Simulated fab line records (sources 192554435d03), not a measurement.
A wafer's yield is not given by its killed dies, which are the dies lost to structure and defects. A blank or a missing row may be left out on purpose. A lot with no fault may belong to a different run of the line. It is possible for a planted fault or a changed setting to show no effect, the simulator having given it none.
Split-lot experiment ; flow n5Finfet ; 39 wafers read from 7 lots, route of 1938 steps

## ON THE SPLIT
At N5_BEOL_M14_ETCH_68 (etches SOC in N2/H2, time 450 s), the setting targetDepthA was moved away from the recipe's 9000 angstrom on 12 of the 39 wafers read, by -54.5% to +24.0%. All remaining wafers had this setting at the recipe value.

Reading taken at the split's own step.

## THE READING
SiARC_of_BEOL_M14_COAT_66.thkNm (the simulator's own value, which no gauge read), in nm, at N5_BEOL_M14_ETCH_68 (etches SOC in N2/H2, time 450 s). The file does not state a usual value for it. Average 65.5 nm, standard deviation 0.66 nm, over the 27 wafers here run with the recipe.

wafer;tool, chamber at the split;targetDepthA as run, angstrom;against the recipe;SiARC_of_BEOL_M14_COAT_66.thkNm, nm;against lot-mates on the recipe
L074.1;rieDiel-06, 3;9000;recipe;66;-
L074.2;rieDiel-06, 1;9000;recipe;66.2;-
L074.3;rieDiel-06, 2;4093;-54.5%;89.6;+23.8
L074.4;rieDiel-06, 0;4093;-54.5%;89.8;+24.0
L074.5;rieDiel-06, 0;4093;-54.5%;90.4;+24.6
L074.6;rieDiel-06, 1;9000;recipe;65.2;-
L077.1;rieDiel-01, 2;11160;+24.0%;53;-11.5
L077.2;rieDiel-01, 1;9000;recipe;64;-
L077.3;rieDiel-01, 3;9000;recipe;64.6;-
L077.4;rieDiel-01, 3;9000;recipe;65;-
L077.5;rieDiel-01, 1;11160;+24.0%;53.6;-10.9
L077.6;rieDiel-01, 2;11160;+24.0%;53.2;-11.3
L078.1;rieDiel-06, 3;5101;-43.3%;84.2;+19.2
L078.2;rieDiel-06, 1,2;9000;recipe;64.8;-
L078.3;rieDiel-06, 1,2;9000;recipe;64.8;-
L078.4;rieDiel-06, 0;5101;-43.3%;84.4;+19.4
L078.5;rieDiel-06, 3;5101;-43.3%;84.8;+19.8
L078.6;rieDiel-06, 0;9000;recipe;65.4;-
L086.1;rieDiel-01, 2;9000;recipe;65;-
L086.2;rieDiel-01, 1;9000;recipe;65.4;-
L086.3;rieDiel-01, 3;9000;recipe;65.8;-
L086.4;rieDiel-01, 0;9000;recipe;65.2;-
L086.5;rieDiel-01, 3,2;9000;recipe;66;-
L086.6;rieDiel-01, 3,2;9000;recipe;66;-
L088.1;rieDiel-01, 0,1,2;9000;recipe;65.8;-
L088.2;rieDiel-01, 0,1,2;9000;recipe;65.8;-
L088.3;rieDiel-01, 0,1,2;9000;recipe;65.8;-
L088.4;rieDiel-01, 3;9000;recipe;67.2;-
L088.5;rieDiel-01, 2;9000;recipe;66.2;-
L088.6;rieDiel-01, 3;9000;recipe;66.4;-
L089.2;rieDiel-01, 2;9000;recipe;65;-
L089.3;rieDiel-01, 1;9000;recipe;64.8;-
L089.4;rieDiel-01, 3;9000;recipe;65.8;-
L090.1;rieDiel-04, 1;6687;-25.7%;76.4;+11.3
L090.2;rieDiel-04, 2;6687;-25.7%;76.2;+11.1
L090.3;rieDiel-04, 0;9000;recipe;64.8;-
L090.4;rieDiel-04, 0;9000;recipe;65.2;-
L090.5;rieDiel-04, 1;9000;recipe;65.4;-
L090.6;rieDiel-04, 2;6687;-25.7%;76;+10.9
When a row names more than one chamber, that row covers several wafers, and the file does not tell which wafer ran in which chamber.

THE FIT
A straight line over all 39 wafers: SiARC_of_BEOL_M14_COAT_66.thkNm changes by -0.452 nm for each +1% of targetDepthA; r = -1.00; the points scatter about the line by 0.73 nm.
The same after taking each lot's own level away (the mean of its wafers on the recipe; 39 wafers): -0.447 nm for each +1%; r = -1.00; scatter 0.42 nm.
Per that fit: largest targetDepthA move, reading shift of 24 nm.
The span of the lots' own levels, 64.53 to 66.20 nm, comes to 2.5 times the standard deviation stated above.
Consequently the slope shifts little with the lot-to-lot level, the two slopes agreeing.
Check: +24.4 nm against its lot-mates is what the line predicts for one of the wafers moved furthest among these (-54.5%) when that wafer is left out of the fit. It came out at +23.8 nm against them.

## ADDITIONAL SPLITS CARRIED BY THESE WAFERS
These wafers also went through other splits before the reading. Each is held against what the fit with the lots' levels taken away leaves over:
other split on the same wafers;wafers away from the commonest value;r with SiARC_of_BEOL_M14_COAT_66.thkNm (lot level and that fit taken away)
N5_BEOL_M4_DESCUM_33 timeS;9;+0.12
N5_BEOL_M5_HM_DEP_02 targetThkA;9;-0.14
N5_BEOL_M9_HM_DEP_02 targetThkA;15;-0.11
N5_BEOL_M12_DEP_53 targetThkA;15;-0.07

## THE FILE'S OWN FIT
SiARC_of_BEOL_M14_COAT_66.thkNm changes by -0.446 nm for each +1% of targetDepthA, r = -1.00.
